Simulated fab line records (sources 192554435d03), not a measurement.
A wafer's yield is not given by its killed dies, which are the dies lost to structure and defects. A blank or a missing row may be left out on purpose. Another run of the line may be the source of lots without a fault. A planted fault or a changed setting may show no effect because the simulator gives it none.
fab line records -- flow n5_finfet
record lots=10, wafers=30, last_day=17
route steps=1938 shown BEOL_M4@1081 BEOL_M5@1114 PASSIVATION@1936
lots untouched by any fault: they come from a run of this same line in which no faults occurred
start_h: hours from the record's opening day to when the first of the lot's shown wafers began -- wait_h: how many hours have passed since the lot's step before this one -- " repeats the value in the row above -- L1.1+2: a row that stands for several wafers -- - either no value or no given start -- * or withheld: withheld -- < > ~ a bound
route shown NAME@n: names a module that has steps shown in the file, with the first one's number in the route -- usual: mean/standard deviation of fault-free wafers -- same: alike in all rows -- chamber/n: place in a boat -- sites: readings site by site -- _std_site: how widely they spread, as a standard deviation -- _edge_site: the outer-site mean with the inner-site mean subtracted -- radius_mm: how far each site lies from the wafer's centre -- mask NAME#n: copy n -- behind: tool/chamber where the wafer was last shaped -- hold: cause of the lot's hold/its duration in hours/its outcome -- device: transistor that didn't switch, given as n, p or np -- end of line: the route-end tests of the same wafers -- a step without rows: its recipe alone -- killed: at the first sort, the dies lost to defects and structure; wafer yield is something else -- map: dies across one wafer; x = killed, . = not, _ = none there
set.NAME: setting as actually run; set.NAME@STEP: the setting as run at that earlier step -- model.NAME: the simulator's own value behind a step, which no gauge read
steps of the route over a sample of lots; a table a step, a row a wafer
services: from which hour (start_h, from the record's first day; less than 0 if before it) a tool's chamber was out of use, for how many hours, and why
## steps
# step N5_BEOL_M4_ALD_84
# recipe material=TaN, target_thk_a=*, temp_c=275, ald_precursor_family=PDMAT, ald_co_reactant=NH3, pressure_torr=3, carrier_flow_sccm=1500, pulse_time_s=2, purge_time_s=3, co_reactant_purge_time_s=2, co_reactant_pulse_time_s=3, ald_cycles=30, precursor_vessel_temp_c=75, precursor_vessel_pressure_torr=26.25, precursor_vessel_carrier_sccm=1000
# usual heater_power_w=407/34
# same pulse_time_s=2
lot.wafer,tool,chamber,start_h,wait_h,heater_power_w
L884.1,ald_metal-02,3,169.48,0.0,376
L884.3,ald_metal-02,2,169.48,0.0,419
L884.6,ald_metal-02,3,169.48,0.0,388
L885.1,ald_metal-01,2,177.72,0.1,426
L885.3,ald_metal-01,0,177.72,0.1,476
L885.4,ald_metal-01,3,177.72,0.1,357
L888.1,ald_metal-02,2,188.38,0.1,417
L888.4,ald_metal-02,1,188.38,0.1,399
L888.6,ald_metal-02,2,188.38,0.1,429
L892.4,ald_metal-02,0,230.59,0.0,377
L892.5,ald_metal-02,2,230.59,0.0,422
L892.6,ald_metal-02,1,230.59,0.0,409
L895.1,ald_metal-02,3,240.55,0.0,387
L895.2,ald_metal-02,0,240.55,0.0,376
L895.3,ald_metal-02,1,240.55,0.0,392
L897.1,ald_metal-01,1,248.15,0.1,389
L897.4,ald_metal-01,3,248.15,0.1,366
L897.6,ald_metal-01,1,248.15,0.1,397
L899.3,ald_metal-03,2,265.14,0.1,375
L899.4,ald_metal-03,3,265.14,0.1,415
L899.5,ald_metal-03,3,265.14,0.1,411
L898.2,ald_metal-03,1,270.87,0.0,428
L898.3,ald_metal-03,2,270.87,0.0,361
L898.5,ald_metal-03,0,270.87,0.0,447
L904.2,ald_metal-01,3,300.45,0.0,351
L904.3,ald_metal-01,1,300.45,0.0,402
L904.4,ald_metal-01,2,300.45,0.0,430
L905.3,ald_metal-01,2,300.66,0.1,431
L905.4,ald_metal-01,0,300.66,0.1,480
L905.5,ald_metal-01,1,300.66,0.1,386
# step N5_BEOL_M4_ANNEAL_91
# recipe temp_c=400, time_s=240, ambient=vacuum
# usual heater_power_w=797/77
lot.wafer,tool,chamber,start_h,wait_h,heater_power_w
L884.1,pvd_sputter-02,-,171.27,0.0,701
L884.3,pvd_sputter-02,-,171.27,0.0,814
L884.6,pvd_sputter-02,-,171.27,0.0,800
L885.1,pvd_sputter-02,-,181.26,0.0,799
L885.3,pvd_sputter-02,-,181.26,0.0,840
L885.4,pvd_sputter-02,-,181.26,0.0,708
L888.1,pvd_sputter-02,-,190.20,0.0,712
L888.4,pvd_sputter-02,-,190.20,0.0,831
L888.6,pvd_sputter-02,-,190.20,0.0,927
L892.4,pvd_sputter-02,-,232.31,0.0,685
L892.5,pvd_sputter-02,-,232.31,0.0,812
L892.6,pvd_sputter-02,-,232.31,0.0,711
L895.1,pvd_sputter-03,-,243.49,0.0,722
L895.2,pvd_sputter-03,-,243.49,0.0,763
L895.3,pvd_sputter-03,-,243.49,0.0,705
L897.1,pvd_sputter-03,-,250.37,0.0,833
L897.4,pvd_sputter-03,-,250.37,0.0,710
L897.6,pvd_sputter-03,-,250.37,0.0,734
L899.3,pvd_sputter-01,-,266.87,0.0,782
L899.4,pvd_sputter-01,-,266.87,0.0,876
L899.5,pvd_sputter-01,-,266.87,0.0,807
L898.2,pvd_sputter-02,-,272.65,0.0,802
L898.3,pvd_sputter-02,-,272.65,0.0,925
L898.5,pvd_sputter-02,-,272.65,0.0,709
L904.2,pvd_sputter-01,-,302.55,0.0,769
L904.3,pvd_sputter-01,-,302.55,0.0,870
L904.4,pvd_sputter-01,-,302.55,0.0,680
L905.3,pvd_sputter-02,-,303.85,0.0,720
L905.4,pvd_sputter-02,-,303.85,0.0,832
L905.5,pvd_sputter-02,-,303.85,0.0,931
# step N5_BEOL_M4_DEP_57
# recipe material=SiCN, target_thk_a=80, temp_c=withheld, precursor=3MS/NH3, pressure_torr=3, rf_w=202, time_s=14
# usual showerhead_plenum_p_Torr=3.667/0.009, throttle_valve_pct=8.8/0.55
lot.wafer,tool,chamber,start_h,wait_h,showerhead_plenum_p_Torr,throttle_valve_pct
L884.1,pecvd-02,0,172.83,0.0,3.673,9.1
L884.3,pecvd-02,2,172.83,0.0,3.674,8.3
L884.6,pecvd-02,1,172.83,0.0,3.666,9.3
L885.1,pecvd-01,2,182.82,0.0,3.668,8.0
L885.3,pecvd-01,1,182.82,0.0,3.673,9.3
L885.4,pecvd-01,1,182.82,0.0,3.672,9.3
L888.1,pecvd-01,1,191.77,0.0,3.666,9.3
L888.4,pecvd-01,2,191.77,0.0,3.669,8.0
L888.6,pecvd-01,0,191.77,0.0,3.668,9.7
L892.4,pecvd-02,1,233.89,0.0,3.667,9.0
L892.5,pecvd-02,2,233.89,0.0,3.666,8.3
L892.6,pecvd-02,0,233.89,0.0,3.679,9.3
L895.1,pecvd-02,2,245.36,0.0,3.659,8.4
L895.2,pecvd-02,0,245.36,0.0,3.664,9.2
L895.3,pecvd-02,1,245.36,0.0,3.662,8.9
L897.1,pecvd-04,2,251.93,0.0,3.651,8.3
L897.4,pecvd-04,1,251.93,0.0,3.647,8.6
L897.6,pecvd-04,0,251.93,0.0,3.676,8.2
L899.3,pecvd-01,0,269.06,0.0,3.675,9.9
L899.4,pecvd-01,0,269.06,0.0,3.667,9.7
L899.5,pecvd-01,1,269.06,0.0,3.658,9.2
L898.2,pecvd-04,1,274.21,0.0,3.653,9.1
L898.3,pecvd-04,2,274.21,0.0,3.665,8.7
L898.5,pecvd-04,0,274.21,0.0,3.680,8.1
L904.2,pecvd-02,2,304.11,0.0,3.668,8.5
L904.3,pecvd-02,0,304.11,0.0,3.667,8.9
L904.4,pecvd-02,2,304.11,0.0,3.669,8.2
L905.3,pecvd-02,1,305.42,0.0,3.664,9.4
L905.4,pecvd-02,1,305.42,0.0,3.658,9.2
L905.5,pecvd-02,2,305.42,0.0,3.669,8.4
# step N5_BEOL_M4_RC_MEAS_101
# usual COMB_M4_max_site=8.2e-11/2.2e-11, DIBL_N=35.9/1.4, DIBL_P=35.9/1.7, IOFF_N=0.155/0.023, IOFF_P=0.201/0.029, ION_N=672/8.8, ION_P=460/7, SS_N=71.6/0.48, SS_P=73.1/0.64, VT_N=250.0/3, VT_P=-251.6/3
lot.wafer,tool,chamber,start_h,wait_h,COMB_M4_max_site[S/m],DIBL_N[mV/V],DIBL_P[mV/V],IOFF_N[nA/um],IOFF_P[nA/um],ION_N[uA/um],ION_P[uA/um],SS_N[mV/dec],SS_P[mV/dec],VT_N[mV],VT_P[mV]
L884.1,prober-02,0,172.95,0.0,1.25e-10,34.9,33.6,0.130,0.184,652,452,71.9,72.2,256.1,-249.7
L884.3,prober-02,0,172.95,0.0,9e-11,34.1,33.5,0.120,0.181,660,455,71.0,72.6,254.3,-250.7
L884.6,prober-02,0,172.95,0.0,4.4e-11,35.3,35.0,0.145,0.213,664,463,71.7,72.7,251.9,-250.3
L885.1,prober-02,0,182.94,0.0,8.2e-11,35.3,34.0,0.146,0.207,672,469,71.8,72.6,252.7,-248.6
L885.3,prober-02,0,182.94,0.0,7.5e-11,35.4,34.6,0.144,0.206,670,462,71.1,73.0,250.4,-247.5
L885.4,prober-02,0,182.94,0.0,1.35e-10,36.0,36.0,0.163,0.232,688,475,72.0,73.2,248.6,-247.8
L888.1,prober-01,0,191.89,0.0,8.9e-11,32.8,34.9,0.126,0.168,663,453,71.3,73.3,254.2,-257.0
L888.4,prober-01,0,191.89,0.0,8e-11,35.5,37.1,0.165,0.200,671,456,71.5,73.6,250.1,-254.1
L888.6,prober-01,0,191.89,0.0,8.5e-11,35.6,37.1,0.161,0.208,668,459,72.1,73.6,251.3,-250.2
L892.4,prober-02,0,234.46,0.5,1.42e-10,33.1,31.8,0.114,0.162,657,454,71.0,72.5,251.4,-253.1
L892.5,prober-02,0,234.46,0.5,2.12e-10,35.3,34.6,0.157,0.205,674,459,71.5,73.1,247.7,-252.2
L892.6,prober-02,0,234.46,0.5,2.95e-10,33.2,32.0,0.117,0.164,674,458,69.9,71.5,253.3,-252.7
L895.1,prober-02,0,245.48,0.0,2.19e-10,36.2,34.6,0.138,0.180,671,461,70.9,72.2,249.2,-253.5
L895.2,prober-02,0,245.48,0.0,2.05e-10,35.2,33.5,0.123,0.166,666,453,70.5,72.1,253.1,-256.0
L895.3,prober-02,0,245.48,0.0,2.22e-10,37.1,35.2,0.146,0.188,672,462,71.4,72.7,251.4,-252.9
L897.1,prober-01,0,252.05,0.0,8.9e-11,36.9,36.8,0.183,0.244,684,467,72.1,74.0,246.3,-249.6
L897.4,prober-01,0,252.05,0.0,9.3e-11,37.7,37.6,0.198,0.260,671,463,72.6,73.6,244.0,-246.0
L897.6,prober-01,0,252.05,0.0,7.7e-11,36.5,35.2,0.170,0.227,670,461,72.4,73.7,248.2,-249.3
L899.3,prober-01,0,269.49,0.3,5.5e-11,38.6,36.4,0.165,0.210,677,464,71.7,73.7,249.1,-251.6
L899.4,prober-01,0,269.49,0.3,8.5e-11,39.0,37.3,0.177,0.217,675,457,71.8,74.6,250.3,-251.7
L899.5,prober-01,0,269.49,0.3,8.3e-11,37.4,35.3,0.144,0.196,675,458,71.4,73.4,247.9,-251.1
L898.2,prober-02,0,274.49,0.2,1.16e-10,35.5,36.6,0.145,0.221,674,471,71.6,73.2,250.0,-247.2
L898.3,prober-02,0,274.49,0.2,5.7e-11,36.6,37.4,0.164,0.237,683,474,72.0,73.5,247.9,-245.8
L898.5,prober-02,0,274.49,0.2,1e-10,37.5,38.9,0.188,0.267,684,476,71.8,73.9,245.9,-244.8
L904.2,prober-01,0,304.38,0.2,4.8e-11,35.4,36.7,0.188,0.220,688,469,71.3,73.3,243.8,-248.9
L904.3,prober-01,0,304.38,0.2,4e-11,36.3,38.7,0.205,0.250,680,465,71.7,73.7,244.3,-249.2
L904.4,prober-01,0,304.38,0.2,6.7e-11,37.0,39.4,0.231,0.267,676,462,72.3,74.4,243.5,-249.4
L905.3,prober-01,0,306.07,0.6,5.3e-11,35.9,35.7,0.155,0.183,679,461,71.4,72.8,248.4,-253.1
L905.4,prober-01,0,306.07,0.6,6.7e-11,37.2,35.9,0.157,0.196,670,454,71.7,73.5,250.7,-252.3
L905.5,prober-01,0,306.07,0.6,5.3e-11,34.9,34.2,0.132,0.171,666,451,70.5,73.4,252.3,-254.2
# step N5_BEOL_M5_THK_MEAS_01
# recipe reads=SiCOH_lowk_of_BEOL_M5_ILD_DEP_00
# usual M5_ILD_THK=121.1/1.5
lot.wafer,tool,chamber,start_h,wait_h,M5_ILD_THK[nm]
L884.1,film_metro-01,-,174.96,0.8,121.5
L884.3,film_metro-01,-,174.96,0.8,122.3
L884.6,film_metro-01,-,174.96,0.8,123.8
L885.1,film_metro-01,-,184.47,0.4,118.7
L885.3,film_metro-01,-,184.47,0.4,120.8
L885.4,film_metro-01,-,184.47,0.4,122.2
L888.1,film_metro-02,-,193.90,0.8,122.4
L888.4,film_metro-02,-,193.90,0.8,122.1
L888.6,film_metro-02,-,193.90,0.8,123.5
L892.4,film_metro-01,-,236.02,0.4,123.6
L892.5,film_metro-01,-,236.02,0.4,121.9
L892.6,film_metro-01,-,236.02,0.4,123.7
L895.1,film_metro-01,-,247.01,0.4,120.4
L895.2,film_metro-01,-,247.01,0.4,119.1
L895.3,film_metro-01,-,247.01,0.4,120.7
L897.1,film_metro-01,-,253.60,0.4,121.2
L897.4,film_metro-01,-,253.60,0.4,121.7
L897.6,film_metro-01,-,253.60,0.4,121.6
L899.3,film_metro-01,-,270.72,0.3,120.4
L899.4,film_metro-01,-,270.72,0.3,121.9
L899.5,film_metro-01,-,270.72,0.3,121.7
L898.2,film_metro-01,-,275.87,0.4,119.1
L898.3,film_metro-01,-,275.87,0.4,117.8
L898.5,film_metro-01,-,275.87,0.4,121.3
L904.2,film_metro-02,-,306.24,0.7,118.4
L904.3,film_metro-02,-,306.24,0.7,119.2
L904.4,film_metro-02,-,306.24,0.7,121.5
L905.3,film_metro-02,-,308.33,0.5,119.3
L905.4,film_metro-02,-,308.33,0.5,121.0
L905.5,film_metro-02,-,308.33,0.5,120.1
# step N5_PASSIVATION_PROBE_49
# usual defect_limited_yield=91.7/1.5, killed_at_M0_to_M3=30/8.6, killed_at_M4_up=12/4.5, killed_at_contacts=13/5.8, killed_at_front_end=38/11, killed_at_other=4/3, killed_dies=97/17, killed_open=63/12, killed_short=32/8.8, sort_bin_4_leakage=0/0, sort_bin_5_function=4.8/0.91, sort_bin_6_memory=3.1/0.68, sort_n_pass=1083/17, sort_yield_pct=91.7/1.5
# same gross_dies=1180, killed_at_back_side=0, sort_bin_8_speed[%]=0
lot.wafer,tool,chamber,start_h,wait_h,defect_limited_yield[%],killed_at_M0_to_M3,killed_at_M4_up,killed_at_contacts,killed_at_front_end,killed_at_other,killed_dies,killed_open,killed_short,sort_bin_4_leakage[%],sort_bin_5_function[%],sort_bin_6_memory[%],sort_n_pass,sort_yield_pct[%]
L884.1,prober-02,-,292.78,0.0,92.7,33,8,21,20,4,86,57,29,0,4.2,2.8,1094,92.7
L884.3,prober-02,-,292.88,0.1,92.7,35,4,14,25,8,86,64,21,0,4.5,2.7,1094,92.7
L884.6,prober-02,-,293.03,0.3,91.8,41,12,18,17,9,97,63,32,0,4.1,3.7,1083,91.8
L888.1,prober-01,-,298.25,0.0,92.0,30,6,8,46,4,94,61,28,0,4.5,3.3,1086,92.0
L888.4,prober-01,-,298.40,0.2,92.2,26,11,13,38,4,92,60,31,0,4.6,2.7,1088,92.2
L888.6,prober-01,-,298.50,0.3,92.3,29,7,10,36,9,91,55,29,0,4.7,2.0,1089,92.3
L892.4,prober-01,-,336.44,0.2,90.5,43,25,15,28,1,112,73,31,0.59,5.6,2.8,1068,90.5
L892.5,prober-01,-,336.49,0.2,88.9,42,25,28,33,3,131,78,40,0.76,6.0,3.6,1049,88.9
L892.6,prober-01,-,336.54,0.3,92.2,23,26,10,32,1,92,51,26,1.19,3.6,2.9,1088,92.2
L895.1,prober-02,-,349.39,0.0,89.7,34,26,9,41,12,122,73,32,1.27,4.3,4.2,1058,89.7
L895.2,prober-02,-,349.44,0.1,90.9,31,21,9,43,3,107,51,41,0.93,5.3,2.5,1073,90.9
L895.3,prober-02,-,349.49,0.1,89.0,35,31,15,48,1,130,80,42,0.59,6.0,3.8,1050,89.0
L897.1,prober-01,-,357.49,0.0,89.8,45,9,15,47,4,120,71,49,0,6.4,3.3,1060,89.8
L897.4,prober-01,-,357.64,0.2,91.6,21,24,11,41,2,99,55,43,0,5.4,2.5,1081,91.6
L897.6,prober-01,-,357.74,0.3,90.4,28,18,19,39,9,113,78,35,0,5.5,3.8,1067,90.4
L899.5,prober-01,-,373.59,0.2,93.2,19,21,13,23,4,80,53,27,0,3.6,3.1,1100,93.2
L898.2,prober-01,-,378.05,0.1,90.7,36,7,20,42,5,110,74,33,0,5.3,3.6,1070,90.7
L898.3,prober-01,-,378.10,0.1,92.2,42,7,12,25,6,92,52,40,0,3.8,3.6,1088,92.2
L898.5,prober-01,-,378.20,0.2,90.4,24,21,19,41,8,113,73,37,0,6.2,3.1,1067,90.4
L905.3,prober-01,-,415.91,0.1,92.4,35,9,15,26,5,90,56,32,0,4.2,3.0,1090,92.4
L905.4,prober-01,-,415.96,0.2,93.0,37,8,8,25,5,83,58,22,0,4.3,2.3,1097,93.0
L905.5,prober-01,-,416.01,0.2,91.5,44,13,19,24,0,100,65,34,0,5.1,3.1,1080,91.5
L904.2,prober-02,-,417.83,0.1,93.1,26,10,12,33,1,82,47,34,0,4.3,2.3,1098,93.1
# killed by level:class
L884.1 MOL_CONTACT_COAG:geometric_particle:open=16 BEOL_M3:geometric_particle:open=9 FIN_SAQP:geometric_particle:short=7 BEOL_M1:geometric_particle:open=7 MOL_CONTACT_COAG:geometric_particle:short=5 BEOL_M0:geometric_particle:open=5 BEOL_M4:geometric_particle:open=4 STI_FIN_REVEAL:geometric_particle:open=3
L884.3 MOL_CONTACT_COAG:geometric_particle:open=13 FIN_SAQP:geometric_particle:open=9 BEOL_M0_SAQP:geometric_particle:open=9 BEOL_M3:geometric_particle:open=8 DUMMY_GATE:geometric_particle:open=5 BEOL_M0_SAQP:geometric_particle:short=5 BEOL_M0:geometric_particle:open=5 BEOL_M2:geometric_particle:open=5
L884.6 MOL_CONTACT_COAG:geometric_particle:open=15 BEOL_M2:geometric_particle:open=11 BEOL_M0_SAQP:geometric_particle:open=8 BEOL_M0_SAQP:geometric_particle:short=7 BEOL_M4:geometric_particle:open=5 BEOL_M2:geometric_particle:short=4 BEOL_M3:geometric_particle:open=4 PASS1_CAP:geometric_particle:short=4
L888.1 STI_FIN_REVEAL:geometric_particle:open=11 BEOL_M1:geometric_particle:open=10 FIN_SAQP:geometric_particle:short=9 FIN_SAQP:geometric_particle:open=8 DUMMY_GATE:geometric_particle:open=6 MOL_CONTACT_COAG:geometric_particle:open=5 BEOL_M0_SAQP:geometric_particle:open=4 SD_EPI_P:coat_microbubble_printed=4
L888.4 MOL_CONTACT_COAG:geometric_particle:open=9 FIN_SAQP:geometric_particle:open=8 BEOL_M0_SAQP:geometric_particle:open=7 BEOL_M1:geometric_particle:open=7 BEOL_M0_SAQP:geometric_particle:short=6 STARTING-WAFER:geometric_particle:short=6 FIN_SAQP:geometric_particle:short=5 STI_FIN_REVEAL:geometric_particle:open=5
L888.6 BEOL_M0_SAQP:geometric_particle:open=10 MOL_CONTACT_COAG:geometric_particle:open=9 BEOL_M0_SAQP:geometric_particle:short=6 STI_FIN_REVEAL:geometric_particle:open=5 GATE_CUT:geometric_particle:short=5 GATE_CUT:geometric_particle:open=5 BEOL_M1:geometric_particle:open=5 BEOL_M8:geometric_particle:open=5
L892.4 MOL_CONTACT_COAG:geometric_particle:open=13 BEOL_M2:geometric_particle:open=10 BEOL_M4:geometric_particle:open=10 BEOL_M0_SAQP:geometric_particle:short=9 BEOL_M1:geometric_particle:open=8 M4:area_ald=7 BEOL_M0_SAQP:geometric_particle:open=6 STI_FIN_REVEAL:geometric_particle:open=5
L892.5 MOL_CONTACT_COAG:geometric_particle:open=22 STI_FIN_REVEAL:geometric_particle:open=9 BEOL_M0_SAQP:geometric_particle:open=9 BEOL_M4:geometric_particle:open=9 M4:area_ald=9 BEOL_M0_SAQP:geometric_particle:short=8 BEOL_M3:geometric_particle:open=8 MOL_CONTACT_COAG:geometric_particle:short=6
L892.6 M4:area_ald=14 MOL_CONTACT_COAG:geometric_particle:open=8 STI_FIN_REVEAL:geometric_particle:open=7 BEOL_M4:geometric_particle:open=5 FIN_SAQP:geometric_particle:open=4 FIN_SAQP:geometric_particle:short=4 BEOL_M2:geometric_particle:open=4 BEOL_M0_SAQP:geometric_particle:short=4
L895.1 M4:area_ald=15 BEOL_M0_SAQP:geometric_particle:open=9 FIN_SAQP:geometric_particle:short=8 DUMMY_GATE:geometric_particle:open=8 MOL_CONTACT_COAG:geometric_particle:open=8 BEOL_M0_SAQP:geometric_particle:short=8 PAD_METAL:geometric_particle:open=7 BEOL_M1:geometric_particle:open=6
L895.2 M4:area_ald=11 BEOL_M3:geometric_particle:short=10 GATE_CUT:geometric_particle:short=8 STI_FIN_REVEAL:geometric_particle:open=7 MOL_CONTACT_COAG:geometric_particle:open=7 STARTING-WAFER:geometric_particle:short=7 BEOL_M2:geometric_particle:open=6 BEOL_M3:geometric_particle:open=6
L895.3 BEOL_M1:geometric_particle:open=14 MOL_CONTACT_COAG:geometric_particle:open=11 BEOL_M4:geometric_particle:open=10 FIN_SAQP:geometric_particle:short=9 DUMMY_GATE:geometric_particle:open=8 GATE_CUT:geometric_particle:short=7 BEOL_M0_SAQP:geometric_particle:open=7 M4:area_ald=7
L897.1 BEOL_M0_SAQP:geometric_particle:open=16 FIN_SAQP:geometric_particle:short=14 STI_FIN_REVEAL:geometric_particle:open=12 MOL_CONTACT_COAG:geometric_particle:open=8 BEOL_M0_SAQP:geometric_particle:short=7 MOL_CONTACT_COAG:geometric_particle:short=7 FIN_SAQP:geometric_particle:open=6 BEOL_M2:geometric_particle:open=5
L897.4 FIN_SAQP:geometric_particle:short=18 MOL_CONTACT_COAG:geometric_particle:open=10 FIN_SAQP:geometric_particle:open=9 BEOL_M4:geometric_particle:short=8 BEOL_M2:geometric_particle:open=6 BEOL_M4:geometric_particle:open=6 BEOL_M5:geometric_particle:open=5 BEOL_M3:geometric_particle:open=4
L897.6 FIN_SAQP:geometric_particle:open=22 MOL_CONTACT_COAG:geometric_particle:open=15 FIN_SAQP:geometric_particle:short=7 BEOL_M1:geometric_particle:open=7 BEOL_M4:geometric_particle:short=6 BEOL_M0_SAQP:geometric_particle:open=5 MOL_CONTACT_COAG:geometric_particle:short=4 BEOL_M1:geometric_particle:short=4
L899.5 BEOL_M4:geometric_particle:open=12 MOL_CONTACT_COAG:geometric_particle:open=10 STI_FIN_REVEAL:geometric_particle:open=6 BEOL_M0_SAQP:geometric_particle:short=6 FIN_SAQP:geometric_particle:open=4 BEOL_M1:geometric_particle:open=4 FIN_SAQP:geometric_particle:short=3 MOL_CONTACT_COAG:geometric_particle:short=3
L898.2 MOL_CONTACT_COAG:geometric_particle:open=17 STI_FIN_REVEAL:geometric_particle:open=17 BEOL_M1:geometric_particle:open=7 DUMMY_GATE:geometric_particle:open=6 FIN_SAQP:geometric_particle:short=5 BEOL_M0_SAQP:geometric_particle:short=5 BEOL_M3:geometric_particle:open=5 BEOL_M3:geometric_particle:short=4
L898.3 BEOL_M0_SAQP:geometric_particle:open=12 MOL_CONTACT_COAG:geometric_particle:open=11 BEOL_M0_SAQP:geometric_particle:short=9 FIN_SAQP:geometric_particle:short=6 BEOL_M2:geometric_particle:open=6 DUMMY_GATE:geometric_particle:open=4 BEOL_M1:geometric_particle:open=4 STARTING-WAFER:geometric_particle:short=4
L898.5 MOL_CONTACT_COAG:geometric_particle:open=15 BEOL_M4:geometric_particle:open=7 STI_FIN_REVEAL:geometric_particle:open=6 DUMMY_GATE:geometric_particle:short=6 BEOL_M0_SAQP:geometric_particle:short=6 STARTING-WAFER:geometric_particle:open=6 FIN_SAQP:geometric_particle:short=5 FIN_SAQP:geometric_particle:open=5
L905.3 MOL_CONTACT_COAG:geometric_particle:open=14 BEOL_M3:geometric_particle:open=12 FIN_SAQP:geometric_particle:short=7 BEOL_M1:geometric_particle:open=6 BEOL_M0_SAQP:geometric_particle:open=6 BEOL_M3:geometric_particle:short=5 BEOL_M4:geometric_particle:open=4 GATE_CUT:geometric_particle:short=3
L905.4 BEOL_M3:geometric_particle:open=11 STI_FIN_REVEAL:geometric_particle:open=8 BEOL_M1:geometric_particle:open=7 BEOL_M0_SAQP:geometric_particle:open=6 MOL_CONTACT_COAG:geometric_particle:open=5 BEOL_M0_SAQP:geometric_particle:short=4 DUMMY_GATE:geometric_particle:open=3 GATE_CUT:geometric_particle:open=3
L905.5 MOL_CONTACT_COAG:geometric_particle:open=14 BEOL_M1:geometric_particle:open=12 BEOL_M2:geometric_particle:open=11 FIN_SAQP:geometric_particle:short=8 BEOL_M0_SAQP:geometric_particle:open=8 BEOL_M4:geometric_particle:open=6 BEOL_M0_SAQP:geometric_particle:short=5 STARTING-WAFER:geometric_particle:open=5
L904.2 MOL_CONTACT_COAG:geometric_particle:open=9 BEOL_M0_SAQP:geometric_particle:short=9 STI_FIN_REVEAL:geometric_particle:open=7 FIN_SAQP:geometric_particle:open=6 FIN_SAQP:geometric_particle:short=5 GATE_CUT:geometric_particle:short=5 BEOL_M1:geometric_particle:open=5 BEOL_M2:geometric_particle:open=5
## services
tool,chamber,start_h,hours,kind
pecvd-01,-,146.33,0.9,repair
pecvd-04,1,152.85,5.5,scheduled_down
pecvd-02,-,181.36,28.1,pm
pecvd-04,-,181.78,1.6,repair
ald_metal-01,-,184.87,0.9,repair
pecvd-04,2,202.47,-,clean
pecvd-04,2,202.47,-,consumable_replace:showerhead
pecvd-04,2,202.47,29.0,scheduled_down
pecvd-04,2,202.47,29.0,vent_cycle
ald_metal-03,-,203.37,8.7,pm
pecvd-01,0,229.86,2.1,scheduled_down
pecvd-01,-,232.63,14.6,pm
ald_metal-03,-,247.14,0.3,repair
ald_metal-02,-,248.30,8.7,pm
ald_metal-01,1,250.81,2.9,repair
pecvd-02,2,260.86,-,calibration
ald_metal-02,3,277.92,12.6,repair
ald_metal-02,1,286.05,3.5,repair
## key
first_sign step=N5_BEOL_M4_RC_MEAS_101, reading=COMB_M4_max_site, direction=up, sigmas=6.1, usual=8.2e-11, struck=2.16e-10
effect step=N5_PASSIVATION_PROBE_49, reading=sort_bin_4_leakage, direction=up, sigmas=10, usual=0, struck=0.89
met_at N5_BEOL_M4_ALD_84
struck_lots L892,L895
not_acting_at N5_BEOL_M4_ANNEAL_91,N5_BEOL_M4_DEP_57,N5_BEOL_M5_THK_MEAS_01
onset_between 188.38 230.59
fault kind=site_profile_drift, tool=ald_metal-02, chamber=-, onset_h=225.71, steps=N5_BEOL_M4_ALD_84, basis=fraction, max_abs_drift=0.24293, slope_share_per_hr=53.984, site_pattern=0,0,0,0,0,-1,-1,-1,-1
